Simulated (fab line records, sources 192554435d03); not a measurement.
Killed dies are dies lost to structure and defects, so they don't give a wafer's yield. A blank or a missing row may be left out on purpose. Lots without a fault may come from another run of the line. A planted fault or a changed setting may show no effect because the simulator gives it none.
A sampling plan put to the test | flow n5_finfet | one fab line, 21 faults that these records tell of, each judged on the records of the lots that it struck; 2 more are left out, because the records don't allow judging them
The plan is the line's own looks: the steps of the route at which a gauge or an inspection reads the wafer and doesn't change it. A look can be judged if struck wafers have a number there and the file gives its usual mean and standard deviation on fault-free wafers. Caught: at a look after the fault's first step, the mean of the struck wafers lies 4 or more of those standard deviations (sigma) from the usual mean. On the tool: the same test on the tool's own readings at the fault's steps. Another recipe on the struck wafers, or a record that is blank for them alone, also counts as caught.

THE FAULTS, as the simulator had put them in
1. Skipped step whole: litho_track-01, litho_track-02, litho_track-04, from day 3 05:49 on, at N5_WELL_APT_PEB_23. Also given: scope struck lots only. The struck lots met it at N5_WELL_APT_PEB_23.
2. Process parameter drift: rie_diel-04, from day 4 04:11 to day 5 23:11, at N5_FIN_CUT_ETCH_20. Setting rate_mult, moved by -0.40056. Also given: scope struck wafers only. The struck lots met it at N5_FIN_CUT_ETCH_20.
3. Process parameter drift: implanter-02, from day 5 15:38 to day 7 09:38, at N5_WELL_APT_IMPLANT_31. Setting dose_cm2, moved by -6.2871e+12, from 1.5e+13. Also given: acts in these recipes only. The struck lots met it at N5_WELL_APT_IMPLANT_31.
4. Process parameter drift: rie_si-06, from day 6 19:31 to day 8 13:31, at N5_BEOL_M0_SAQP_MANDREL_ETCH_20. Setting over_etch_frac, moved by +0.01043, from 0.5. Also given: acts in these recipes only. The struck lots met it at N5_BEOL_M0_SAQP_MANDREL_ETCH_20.
5. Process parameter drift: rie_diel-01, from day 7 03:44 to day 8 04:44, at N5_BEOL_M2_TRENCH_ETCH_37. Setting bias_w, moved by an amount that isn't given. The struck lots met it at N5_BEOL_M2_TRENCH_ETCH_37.
6. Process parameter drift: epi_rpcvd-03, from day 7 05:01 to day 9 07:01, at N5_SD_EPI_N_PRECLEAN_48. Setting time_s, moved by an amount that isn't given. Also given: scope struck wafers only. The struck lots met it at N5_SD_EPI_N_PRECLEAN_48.
7. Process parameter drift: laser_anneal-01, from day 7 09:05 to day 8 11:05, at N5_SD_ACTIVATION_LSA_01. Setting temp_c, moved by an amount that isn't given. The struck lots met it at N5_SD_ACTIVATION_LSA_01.
8. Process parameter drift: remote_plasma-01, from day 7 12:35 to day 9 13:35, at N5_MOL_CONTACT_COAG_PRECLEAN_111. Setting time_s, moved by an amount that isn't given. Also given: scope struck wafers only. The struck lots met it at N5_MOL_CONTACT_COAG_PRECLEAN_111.
9. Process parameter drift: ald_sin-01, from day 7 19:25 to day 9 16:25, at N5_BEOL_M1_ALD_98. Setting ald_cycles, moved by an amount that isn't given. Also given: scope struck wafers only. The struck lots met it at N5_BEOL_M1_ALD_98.
10. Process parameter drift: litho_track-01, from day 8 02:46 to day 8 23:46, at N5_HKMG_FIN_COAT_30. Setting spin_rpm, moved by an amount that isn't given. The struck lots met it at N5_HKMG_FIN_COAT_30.
11. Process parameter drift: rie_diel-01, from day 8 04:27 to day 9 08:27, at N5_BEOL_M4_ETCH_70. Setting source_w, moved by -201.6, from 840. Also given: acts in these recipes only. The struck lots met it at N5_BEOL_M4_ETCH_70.
12. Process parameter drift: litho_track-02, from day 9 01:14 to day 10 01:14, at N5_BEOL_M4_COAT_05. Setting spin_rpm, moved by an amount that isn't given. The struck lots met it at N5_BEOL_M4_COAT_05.
13. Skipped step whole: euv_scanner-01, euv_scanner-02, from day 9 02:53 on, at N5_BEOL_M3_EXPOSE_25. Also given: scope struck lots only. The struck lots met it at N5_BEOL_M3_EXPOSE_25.
14. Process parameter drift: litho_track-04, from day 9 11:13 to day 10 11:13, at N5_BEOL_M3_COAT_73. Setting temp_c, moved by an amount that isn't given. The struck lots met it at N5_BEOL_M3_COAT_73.
15. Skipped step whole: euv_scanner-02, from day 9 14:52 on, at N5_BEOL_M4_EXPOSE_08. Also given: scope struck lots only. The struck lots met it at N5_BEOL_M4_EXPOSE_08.
16. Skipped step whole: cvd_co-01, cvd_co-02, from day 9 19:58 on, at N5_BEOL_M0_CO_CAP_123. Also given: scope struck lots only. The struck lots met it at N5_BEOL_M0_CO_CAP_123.
17. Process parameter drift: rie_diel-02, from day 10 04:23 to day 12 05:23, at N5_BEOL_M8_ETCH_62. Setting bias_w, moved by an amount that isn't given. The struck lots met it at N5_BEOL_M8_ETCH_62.
18. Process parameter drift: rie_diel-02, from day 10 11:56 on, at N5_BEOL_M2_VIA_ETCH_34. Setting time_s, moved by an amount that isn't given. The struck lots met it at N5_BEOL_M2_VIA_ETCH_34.
19. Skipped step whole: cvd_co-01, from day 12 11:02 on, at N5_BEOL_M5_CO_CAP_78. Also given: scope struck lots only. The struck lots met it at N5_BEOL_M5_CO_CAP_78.
20. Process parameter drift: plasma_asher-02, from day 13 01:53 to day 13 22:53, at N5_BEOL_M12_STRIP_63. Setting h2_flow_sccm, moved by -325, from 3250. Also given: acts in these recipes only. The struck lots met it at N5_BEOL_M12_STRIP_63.
21. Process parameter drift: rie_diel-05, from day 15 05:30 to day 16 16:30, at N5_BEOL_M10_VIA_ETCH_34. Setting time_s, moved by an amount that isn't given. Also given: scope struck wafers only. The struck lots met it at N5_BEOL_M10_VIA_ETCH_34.

WHAT THE PLAN SAW
fault | on the tool itself                               | first look that catches it                      | reading, sigma | median hours from its first step to that look | hours from the fault's start to the first struck lot there | judged looks passed uncaught
1     | the tool's record is blank for the struck wafers | no look after it can be judged                  | -              | -                                             | -                                                          | 0
2     | etch_rf_on_time_s +20 sigma                      | no look after it can be judged                  | -              | -                                             | -                                                          | 0
3     | dose_ions_cm2 -99 or beyond sigma                | no look after it can be judged                  | -              | -                                             | -                                                          | 0
4     | under 2 sigma                                    | not the one look that can be judged after it    | -              | -                                             | -                                                          | 1
5     | bias_w +22 sigma                                 | not the one look that can be judged after it    | -              | -                                             | -                                                          | 1
6     | the tool's record is blank for the struck wafers | N5_SD_EPI_N_EPI_MEAS_23                         | thk_nm -35     | 2.3                                           | 10                                                         | 0
7     | wafer_temp_C_max -17 sigma                       | no look after it can be judged                  | -              | -                                             | -                                                          | 0
8     | no reading that can be judged                    | no look after it can be judged                  | -              | -                                             | -                                                          | 0
9     | under 2 sigma                                    | not the one look that can be judged after it    | -              | -                                             | -                                                          | 1
10    | spin_speed_rpm +99 or beyond sigma               | no look after it can be judged                  | -              | -                                             | -                                                          | 0
11    | rf_fwd_power_W -71 sigma                         | not the one look that can be judged after it    | -              | -                                             | -                                                          | 1
12    | spin_speed_rpm +99 or beyond sigma               | none of the 3 looks that can be judged after it | -              | -                                             | -                                                          | 3
13    | no reading that can be judged                    | no look after it can be judged                  | -              | -                                             | -                                                          | 0
14    | plate_temp_C +11 sigma                           | not the one look that can be judged after it    | -              | -                                             | -                                                          | 1
15    | no reading that can be judged                    | no look after it can be judged                  | -              | -                                             | -                                                          | 0
16    | the tool's record is blank for the struck wafers | not the one look that can be judged after it    | -              | -                                             | -                                                          | 1
17    | bias_w +39 sigma                                 | no look after it can be judged                  | -              | -                                             | -                                                          | 0
18    | run_length_s -9.5 sigma                          | no look after it can be judged                  | -              | -                                             | -                                                          | 0
19    | the tool's record is blank for the struck wafers | no look after it can be judged                  | -              | -                                             | -                                                          | 0
20    | h2_flow_sccm -37 sigma                           | no look after it can be judged                  | -              | -                                             | -                                                          | 0
21    | run_length_s -10 sigma                           | no look after it can be judged                  | -              | -                                             | -                                                          | 0
A dash: the fault isn't caught, or these records don't give the number.

Caught at a look: 1 of 21. Caught on the tool: 16 of 21. By one or the other: 16 of 21.
Caught on the tool alone: faults 1, 2, 3, 5, 7, 10, 11, 12, 14, 16, 17, 18, 19, 20, 21.
Caught by neither: faults 4, 8, 9, 13, 15.

THINNER SAMPLING
If the look that catches a fault measured only every second or every third lot, by lot number, the first struck lot would be measured this late in the worst case:
fault | struck lots at that look, in order of time | every lot | every second lot | every third lot
6     | L241, L245, L246                           | 10 h      | 42 h             | 42 h
Hours are from the fault's start to the first struck lot that is measured. The limit of 4 sigma was tested on all struck wafers together, so one lot alone may lie under it. Other struck lots may not be in these records.

THE LONGEST TIMED WAY FROM STEP TO LOOK
Fault 6: a median of 2.3 hours passes between N5_SD_EPI_N_PRECLEAN_48 and N5_SD_EPI_N_EPI_MEAS_23. No look between them can be judged.
